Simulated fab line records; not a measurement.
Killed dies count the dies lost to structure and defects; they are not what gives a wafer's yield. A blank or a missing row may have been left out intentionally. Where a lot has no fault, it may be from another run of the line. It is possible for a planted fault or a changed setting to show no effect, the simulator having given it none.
Struck lot and sound lot, side by side / flow nand harc / 14 steps out of a route of 1302
Sound: wafers L147.1, L147.3, L147.6. Wafers L146.1, L146.4, L146.6 were the ones struck. The cause is named last.
At each step with rows: each side's tool, then ch and its chambers, then its first start. Under that, the readings that differ: sound wafers / struck wafers / difference of the means / sigmas: that difference in standard deviations of wafers without a fault.
alike: words and numbers the same on both sides, and readings whose means are apart by under 2 such deviations; not compared: readings that were withheld, readings missing a value for some wafer, numbers with overlapping values and no deviation given by the record, and bounds like >300 which may hide the same value.
The two part at a step that has a row with sigmas, a row that says differs or no value, or rows on one side only. When numbers do not overlap yet have no deviation, they are printed without sigmas and do not part them. A reading missing from all wafers of one side parts the sides only when that side holds two or more wafers.

first, 6 steps without rows for these wafers: NHARC_P_CONTACT_COAT_06 (resist thk 90 nm); NHARC_P_CONTACT_SOFTBAKE_07 (time 55 s); NHARC_P_CONTACT_EBR_08; NHARC_P_CONTACT_EXPOSE_09 (exposes mask P CA, target cd 90 nm); NHARC_P_CONTACT_PEB_10 (peb time 65 s); NHARC_P_CONTACT_DEVELOP_11 (develop time 35 s).
NHARC_P_CONTACT_CD_MEAS_12: target cd 90 nm.
  sound on cd sem-02 ch 0, day 6 13:17; struck on cd sem-02 ch 0, day 6 13:55
  alike: cd nm
NHARC_P_CONTACT_OVL_MEAS_13:
  struck on overlay-02, day 6 14:00; sound on overlay-02, day 6 13:23
  alike: overlay x nm, overlay y nm
NHARC_P_CONTACT_INSPECT_14:
  struck on defect inspect-01, day 6 14:02; sound on defect inspect-01, day 6 13:25
  alike: raw defect count
NHARC_P_CONTACT_DESCUM_17: chemistry O2, time 3 s.
  sound on rie diel-11 ch 1,2,3, day 6 13:30; struck on rie diel-12 ch 1,2,3, day 6 14:07
  alike: drypump motor current A, oes product au, rf vpp V, showerhead plenum p Torr, throttle valve pct
  not compared: rf hours counter h
NHARC_P_CONTACT_ETCH_35: etches the open film in CF4, target depth 39 nm, time 65 s.
  sound on rie diel-11 ch 0,1, day 6 13:34; struck on rie diel-12 ch 0,2,3, day 6 14:11
  alike: bias w, cf4 flow sccm, drypump motor current A, oes product au, rf fwd power W, rf vpp V, showerhead plenum p Torr, throttle valve pct
  not compared: rf hours counter h
NHARC_P_CONTACT_ETCH_36: etches the open film in N2/H2, target depth 260 nm, time 406.25 s.
  sound: rie diel-11 ch 0,2,3; struck: rie diel-12 ch 1,2
  alike: bias w, chamber pressure mTorr, drypump motor current A, oes product au, rf fwd power W, rf vpp V, showerhead plenum p Torr, throttle valve pct
  not compared: rf hours counter h
NHARC_P_CONTACT_ETCH_18: etches the open film in C4F8/O2/Ar, target depth 481 nm, time 240.5 s.
  sound on rie diel-11 ch 0,1, day 6 13:57; struck on rie diel-12 ch 0,2,3, day 6 14:34
  no value came back on the struck wafers for any of 5 readings (bias w (W), chamber pressure mTorr (mTorr) and others); on the sound wafers bias w (W) reads 1502 1502 1499
  not compared: rf hours counter h
then, 1 step without rows for these wafers: NHARC_P_CONTACT_STRIP_37 (strips in C4F8/O2/Ar).

## WHERE THEY PART
NHARC_P_CONTACT_ETCH_18 only, going by this record.

WHY: whatever the simulator had introduced
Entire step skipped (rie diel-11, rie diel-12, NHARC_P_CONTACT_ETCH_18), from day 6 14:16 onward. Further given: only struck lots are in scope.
